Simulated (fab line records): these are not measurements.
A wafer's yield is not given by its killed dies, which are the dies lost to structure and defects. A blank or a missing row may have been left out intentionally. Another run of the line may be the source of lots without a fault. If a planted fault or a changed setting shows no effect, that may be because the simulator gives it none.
Which tool did it? :: flow n5Finfet :: 36 wafers sampled from 12 lots at 1 step of a route of 1938

## WHAT EACH GAUGE READ, for each wafer
N5_BEOL_M9_OCD_MEAS_38.
lot: L075
measured: day 10 18:10
on: ocd-02
trenchDepthNm (nm): 149 152 152

lot: L078
measured: day 10 23:39
on: ocd-01
trenchDepthNm (nm): 152 144 144

lot: L081
measured: day 11 09:02
on: ocd-02
trenchDepthNm (nm): 149 152 152

lot: L079
measured: day 11 18:46
on: ocd-02
trenchDepthNm (nm): 152 152 149

lot: L082
measured: day 11 22:36
on: ocd-02
trenchDepthNm (nm): 154 153 151

lot: L085
measured: day 12 18:16
on: ocd-02
trenchDepthNm (nm): 151 150 152

lot: L088
measured: day 13 09:51
on: ocd-02
trenchDepthNm (nm): 152 148 151

lot: L092
measured: day 14 02:01
on: ocd-01
trenchDepthNm (nm): 148 151 147

lot: L090
measured: day 14 13:14
on: ocd-01
trenchDepthNm (nm): 153 150 153

lot: L094
measured: day 14 13:40
on: ocd-01
trenchDepthNm (nm): 152 144 150

lot: L095
measured: day 15 22:20
on: ocd-01
trenchDepthNm (nm): 150 153 152

lot: L096
measured: day 16 23:10
on: ocd-02
trenchDepthNm (nm): 157 157 152

## WHICH TOOL RAN EACH LOT (tool, then ch and the chambers of the sampled wafers, then the start)
Record: no process step prior to these readings.

## THE ANSWER, worked out from the rows above alone
Rule: the lots themselves supply what counts as usual. Put in order of their means at a reading, lots are off if they are a third of the lots or fewer, leave a main group of 4 or more, and stand apart from it by a gap of 3 or more times the standard deviation of the main group's means; of several such gaps the widest counts. If all means in a main group match to the digits the tables above print for the reading, that group is not used. A lot without any number at a reading at which 4 lots or more have one is off too. All remaining lots with rows at the step are treated as sound.
Nothing can be told from this: no lot is off at any reading shown.

## WHAT WAS PUT IN BY THE SIMULATOR
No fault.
